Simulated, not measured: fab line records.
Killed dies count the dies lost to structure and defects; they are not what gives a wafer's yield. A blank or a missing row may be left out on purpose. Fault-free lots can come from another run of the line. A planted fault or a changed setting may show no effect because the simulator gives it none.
Which tool was responsible? + flow n5 finfet + 24 lots with 72 wafers sampled at 4 steps, on a route of 1938 steps

WHAT EACH GAUGE READ, for each wafer
N5_BEOL_M0_CUTY_CD_MEAS_57 targets a cd of 200 nm. Usual: cd nm 200.0 nm, standard deviation 0.78.
| lot  | measured     | on        | cd nm (nm)        | flag |
|------|--------------|-----------|-------------------|------|
| L074 | day 5 19:21  | cd sem-02 | 199.2 199.5 199.7 |      |
| L075 | day 6 04:41  | cd sem-03 | 200.7 200.8 200.9 |      |
| L076 | day 6 06:07  | cd sem-02 | 199.1 201.5 199.4 |      |
| L077 | day 7 06:24  | cd sem-03 | 200.5 201.0 199.9 |      |
| L078 | day 7 07:02  | cd sem-02 | 201.2 200.0 200.3 |      |
| L079 | day 7 07:40  | cd sem-02 | 199.7 200.5 200.6 |      |
| L080 | day 7 09:22  | cd sem-01 | 199.7 200.0 198.7 |      |
| L081 | day 7 15:44  | cd sem-01 | 201.7 201.3 201.4 |      |
| L082 | day 7 16:26  | cd sem-01 | 200.5 198.8 199.1 |      |
| L083 | day 8 00:16  | cd sem-03 | 198.6 200.1 200.6 |      |
| L084 | day 8 05:06  | cd sem-03 | 201.2 199.9 200.7 |      |
| L085 | day 8 15:24  | cd sem-01 | 199.2 198.3 199.2 |      |
| L086 | day 8 18:39  | cd sem-03 | 199.6 199.0 199.2 |      |
| L087 | day 9 04:32  | cd sem-01 | 201.1 200.4 200.9 |      |
| L088 | day 9 06:51  | cd sem-03 | 199.2 200.8 200.3 |      |
| L089 | day 9 12:14  | cd sem-01 | 199.6 199.2 199.6 |      |
| L090 | day 9 17:42  | cd sem-02 | 200.0 199.0 200.9 |      |
| L091 | day 9 21:35  | cd sem-02 | 201.7 200.7 199.6 |      |
| L092 | day 10 07:21 | cd sem-02 | 200.8 200.1 200.8 |      |
| L093 | day 10 13:18 | cd sem-01 | 199.0 198.9 199.7 |      |
| L094 | day 10 21:41 | cd sem-02 | 198.7 199.0 198.3 |      |
| L095 | day 10 23:49 | cd sem-03 | 200.7 200.4 201.2 |      |
| L096 | day 11 05:31 | cd sem-03 | 200.4 199.4 200.2 |      |
| L097 | day 11 09:57 | cd sem-03 | 200.5 199.9 199.2 |      |

N5_BEOL_M0_OCD_MEAS_108. Usual: trench depth nm 33.1 nm, standard deviation 0.66.
| lot  | measured     | on     | trench depth nm (nm) | flag |
|------|--------------|--------|----------------------|------|
| L074 | day 5 22:07  | ocd-01 | 32.3 33.2 32.5       |      |
| L075 | day 6 05:34  | ocd-02 | 33.3 33.3 33.3       |      |
| L076 | day 6 07:56  | ocd-02 | 33.0 32.6 33.2       |      |
| L077 | day 7 07:22  | ocd-02 | 34.1 31.9 32.7       |      |
| L078 | day 7 09:17  | ocd-01 | 33.0 33.2 33.0       |      |
| L079 | day 7 09:08  | ocd-02 | 34.3 33.2 32.8       |      |
| L080 | day 7 10:22  | ocd-01 | 34.0 33.1 33.4       |      |
| L081 | day 7 17:12  | ocd-01 | 32.5 32.0 33.1       |      |
| L082 | day 7 17:34  | ocd-01 | 33.7 34.1 33.0       |      |
| L083 | day 8 02:13  | ocd-02 | 33.6 33.4 33.1       |      |
| L084 | day 8 06:26  | ocd-02 | 32.0 34.2 32.3       |      |
| L085 | day 8 17:58  | ocd-01 | 33.1 33.8 33.6       |      |
| L086 | day 8 19:59  | ocd-01 | 33.6 33.4 33.9       |      |
| L087 | day 9 05:29  | ocd-02 | 33.4 33.4 33.5       |      |
| L088 | day 9 10:59  | ocd-01 | 33.1 31.6 31.6       |      |
| L089 | day 9 13:11  | ocd-02 | 33.1 33.8 33.2       |      |
| L090 | day 9 18:50  | ocd-02 | 32.8 33.6 34.0       |      |
| L091 | day 9 23:52  | ocd-01 | 32.9 32.9 33.1       |      |
| L092 | day 10 08:57 | ocd-01 | 32.0 33.3 32.6       |      |
| L093 | day 10 16:11 | ocd-01 | 32.9 33.4 32.7       |      |
| L094 | day 10 23:11 | ocd-02 | 32.4 33.3 34.0       |      |
| L095 | day 11 01:11 | ocd-02 | 33.2 33.9 33.8       |      |
| L096 | day 11 06:27 | ocd-01 | 32.0 32.3 32.6       |      |
| L097 | day 11 11:31 | ocd-02 | 32.9 33.2 32.4       |      |

WHICH TOOL RAN EACH LOT (tool, then ch and the chambers of the sampled wafers, then the start)
| lot  | N5_BEOL_M0_ETCH_128                | N5_BEOL_M0_STRIP_142               |
|------|------------------------------------|------------------------------------|
| L074 | rie diel-05 ch 0,1,3, day 5 21:58  | rie diel-05 ch 0,1,3, day 5 22:02  |
| L075 | rie diel-03 ch 0,2,3, day 6 05:26  | rie diel-03 ch 0,2,3, day 6 05:29  |
| L076 | rie diel-06 ch 1,2,3, day 6 07:47  | rie diel-06 ch 1,2,3, day 6 07:51  |
| L077 | rie diel-05 ch 1,2,3, day 7 07:13  | rie diel-05 ch 1,2,3, day 7 07:17  |
| L078 | rie diel-03 ch 0,2, day 7 09:08    | rie diel-03 ch 0,2, day 7 09:12    |
| L079 | rie diel-05 ch 2,3, day 7 08:59    | rie diel-05 ch 2,3, day 7 09:04    |
| L080 | rie diel-05 ch 0,3, day 7 10:13    | rie diel-05 ch 0,3, day 7 10:17    |
| L081 | rie diel-06 ch 1,3, day 7 17:03    | rie diel-06 ch 1,3, day 7 17:07    |
| L082 | rie diel-03 ch 0,1,3, day 7 17:26  | rie diel-03 ch 0,1,3, day 7 17:29  |
| L083 | rie diel-03 ch 0,1,3, day 8 02:04  | rie diel-03 ch 0,1,3, day 8 02:08  |
| L084 | rie diel-05 ch 1,3, day 8 06:14    | rie diel-05 ch 1,3, day 8 06:19    |
| L085 | rie diel-05 ch 0,1,2, day 8 17:49  | rie diel-05 ch 0,1,2, day 8 17:53  |
| L086 | rie diel-03 ch 0,1,2, day 8 19:50  | rie diel-03 ch 0,1,2, day 8 19:55  |
| L087 | rie diel-03 ch 0,2,3, day 9 05:20  | rie diel-03 ch 0,2,3, day 9 05:24  |
| L088 | rie diel-06 ch 0,1,2, day 9 10:50  | rie diel-06 ch 0,1,2, day 9 10:54  |
| L089 | rie diel-03 ch 1,2,3, day 9 13:02  | rie diel-03 ch 1,2,3, day 9 13:06  |
| L090 | rie diel-03 ch 0,1,2, day 9 18:42  | rie diel-03 ch 0,1,2, day 9 18:46  |
| L091 | rie diel-03 ch 2,3, day 9 23:43    | rie diel-03 ch 2,3, day 9 23:47    |
| L092 | rie diel-06 ch 1,2, day 10 08:49   | rie diel-06 ch 1,2, day 10 08:52   |
| L093 | rie diel-06 ch 1,2,3, day 10 16:03 | rie diel-06 ch 1,2,3, day 10 16:07 |
| L094 | rie diel-05 ch 1,3, day 10 23:02   | rie diel-05 ch 1,3, day 10 23:06   |
| L095 | rie diel-03 ch 0,1, day 11 01:02   | rie diel-03 ch 0,1, day 11 01:06   |
| L096 | rie diel-06 ch 0,3, day 11 06:19   | rie diel-06 ch 0,3, day 11 06:22   |
| L097 | rie diel-03 ch 1,3, day 11 11:22   | rie diel-03 ch 1,3, day 11 11:26   |
- N5_BEOL_M0_ETCH_128: etches SiCN in CF4/N2, target depth 12 nm, overetch 5.1 nm, time 21.4 s.
- N5_BEOL_M0_STRIP_142: strips in N2/H2, time 10 s.

AS READ BY THE TOOLS THEMSELVES (means over the sampled wafers that have a number; for cases with no such wafer, the mark the record gives instead)
N5_BEOL_M0_ETCH_128. Usual: drypump motor current A 5.7 A, standard deviation 0.42; oes product au 0.55 a.u., standard deviation 0.06; rf vpp V 381.9 V, standard deviation 1.9; showerhead plenum p Torr 2.18 Torr, standard deviation 0.066; throttle valve pct 15.39 %, standard deviation 0.13.
| lot  | tool        | drypump motor current A (A) | oes product au (a.u.) | rf vpp V (V) | showerhead plenum p Torr (Torr) | throttle valve pct (%) | flag |
|------|-------------|-----------------------------|-----------------------|--------------|---------------------------------|------------------------|------|
| L074 | rie diel-05 | 5.4                         | 0.49                  | 381.5        | 2.19                            | 15.59                  |      |
| L075 | rie diel-03 | 6.0                         | 0.57                  | 380.8        | 2.14                            | 15.34                  |      |
| L076 | rie diel-06 | 5.8                         | 0.50                  | 379.3        | 2.14                            | 15.36                  |      |
| L077 | rie diel-05 | 5.3                         | 0.56                  | 383.3        | 2.22                            | 15.32                  |      |
| L078 | rie diel-03 | 6.1                         | 0.54                  | 380.1        | 2.13                            | 15.44                  |      |
| L079 | rie diel-05 | 5.5                         | 0.55                  | 382.5        | 2.25                            | 15.24                  |      |
| L080 | rie diel-05 | 5.5                         | 0.54                  | 381.9        | 2.18                            | 15.46                  |      |
| L081 | rie diel-06 | 6.1                         | 0.51                  | 380.7        | 2.14                            | 15.34                  |      |
| L082 | rie diel-03 | 5.7                         | 0.62                  | 382.7        | 2.19                            | 15.33                  |      |
| L083 | rie diel-03 | 5.7                         | 0.61                  | 381.9        | 2.18                            | 15.36                  |      |
| L084 | rie diel-05 | 5.2                         | 0.54                  | 381.6        | 2.18                            | 15.46                  |      |
| L085 | rie diel-05 | 5.5                         | 0.50                  | 382.8        | 2.22                            | 15.40                  |      |
| L086 | rie diel-03 | 5.9                         | 0.57                  | 381.6        | 2.17                            | 15.42                  |      |
| L087 | rie diel-03 | 6.0                         | 0.55                  | 379.9        | 2.13                            | 15.41                  |      |
| L088 | rie diel-06 | 5.3                         | 0.55                  | 383.6        | 2.27                            | 15.33                  |      |
| L089 | rie diel-03 | 5.7                         | 0.58                  | 380.8        | 2.17                            | 15.39                  |      |
| L090 | rie diel-03 | 5.9                         | 0.55                  | 382.1        | 2.16                            | 15.43                  |      |
| L091 | rie diel-03 | 6.0                         | 0.52                  | 380.1        | 2.12                            | 15.44                  |      |
| L092 | rie diel-06 | 5.5                         | 0.56                  | 384.2        | 2.24                            | 15.18                  |      |
| L093 | rie diel-06 | 5.9                         | 0.54                  | 383.0        | 2.21                            | 15.27                  |      |
| L094 | rie diel-05 | 5.2                         | 0.55                  | 381.5        | 2.16                            | 15.46                  |      |
| L095 | rie diel-03 | 5.8                         | 0.56                  | 381.8        | 2.17                            | 15.44                  |      |
| L096 | rie diel-06 | 6.0                         | 0.54                  | 381.1        | 2.15                            | 15.39                  |      |
| L097 | rie diel-03 | 5.5                         | 0.58                  | 381.8        | 2.18                            | 15.36                  |      |

N5_BEOL_M0_STRIP_142. Usual: drypump motor current A 5.7 A, standard deviation 0.42; oes product au 0.80 a.u., standard deviation 0.094; rf vpp V 59.1 V, standard deviation 0.88; showerhead plenum p Torr 2.51 Torr, standard deviation 0.08; throttle valve pct 23.56 %, standard deviation 0.24.
| lot  | tool        | drypump motor current A (A) | oes product au (a.u.) | rf vpp V (V) | showerhead plenum p Torr (Torr) | throttle valve pct (%) | flag |
|------|-------------|-----------------------------|-----------------------|--------------|---------------------------------|------------------------|------|
| L074 | rie diel-05 | 5.4                         | 0.72                  | 59.5         | 2.51                            | 23.72                  |      |
| L075 | rie diel-03 | 6.0                         | 0.85                  | 58.8         | 2.46                            | 23.57                  |      |
| L076 | rie diel-06 | 5.8                         | 0.74                  | 58.7         | 2.45                            | 23.28                  |      |
| L077 | rie diel-05 | 5.4                         | 0.82                  | 59.2         | 2.55                            | 23.54                  |      |
| L078 | rie diel-03 | 6.1                         | 0.79                  | 58.2         | 2.45                            | 23.56                  |      |
| L079 | rie diel-05 | 5.5                         | 0.82                  | 59.4         | 2.58                            | 23.38                  |      |
| L080 | rie diel-05 | 5.5                         | 0.79                  | 59.1         | 2.51                            | 23.63                  |      |
| L081 | rie diel-06 | 6.1                         | 0.74                  | 58.6         | 2.45                            | 23.25                  |      |
| L082 | rie diel-03 | 5.7                         | 0.91                  | 59.2         | 2.51                            | 23.58                  |      |
| L083 | rie diel-03 | 5.7                         | 0.90                  | 58.3         | 2.51                            | 23.59                  |      |
| L084 | rie diel-05 | 5.2                         | 0.79                  | 59.6         | 2.51                            | 23.71                  |      |
| L085 | rie diel-05 | 5.5                         | 0.72                  | 58.8         | 2.55                            | 23.49                  |      |
| L086 | rie diel-03 | 5.9                         | 0.84                  | 59.4         | 2.49                            | 23.68                  |      |
| L087 | rie diel-03 | 6.0                         | 0.80                  | 59.1         | 2.45                            | 23.61                  |      |
| L088 | rie diel-06 | 5.4                         | 0.80                  | 59.5         | 2.62                            | 23.39                  |      |
| L089 | rie diel-03 | 5.7                         | 0.85                  | 58.8         | 2.50                            | 23.75                  |      |
| L090 | rie diel-03 | 5.9                         | 0.82                  | 58.6         | 2.49                            | 23.70                  |      |
| L091 | rie diel-03 | 6.0                         | 0.77                  | 59.7         | 2.44                            | 23.76                  |      |
| L092 | rie diel-06 | 5.5                         | 0.80                  | 59.7         | 2.59                            | 23.15                  |      |
| L093 | rie diel-06 | 5.8                         | 0.79                  | 59.9         | 2.54                            | 23.25                  |      |
| L094 | rie diel-05 | 5.2                         | 0.83                  | 59.8         | 2.49                            | 23.79                  |      |
| L095 | rie diel-03 | 5.8                         | 0.84                  | 59.8         | 2.49                            | 23.59                  |      |
| L096 | rie diel-06 | 6.0                         | 0.79                  | 58.9         | 2.47                            | 23.46                  |      |
| L097 | rie diel-03 | 5.5                         | 0.88                  | 57.8         | 2.51                            | 23.67                  |      |

THE ANSWER, worked out from the rows above alone
Rule: take the mean of a lot's wafers that have a number; if it is more than 3 standard deviations from the usual mean, the lot is off. A lot without any number at a reading at which 4 lots or more have one is off too. All remaining lots with rows at the step are treated as sound. The gauges are gone through in route order, then the tools' own readings, and for those a lot's mean is taken as printed above. The first step at which some lot is off is used, and at that step the reading that is off furthest; a lot without a number counts as furthest.
No lot is off at any reading shown: from this, nothing can be told.

WHAT WAS PUT IN BY THE SIMULATOR
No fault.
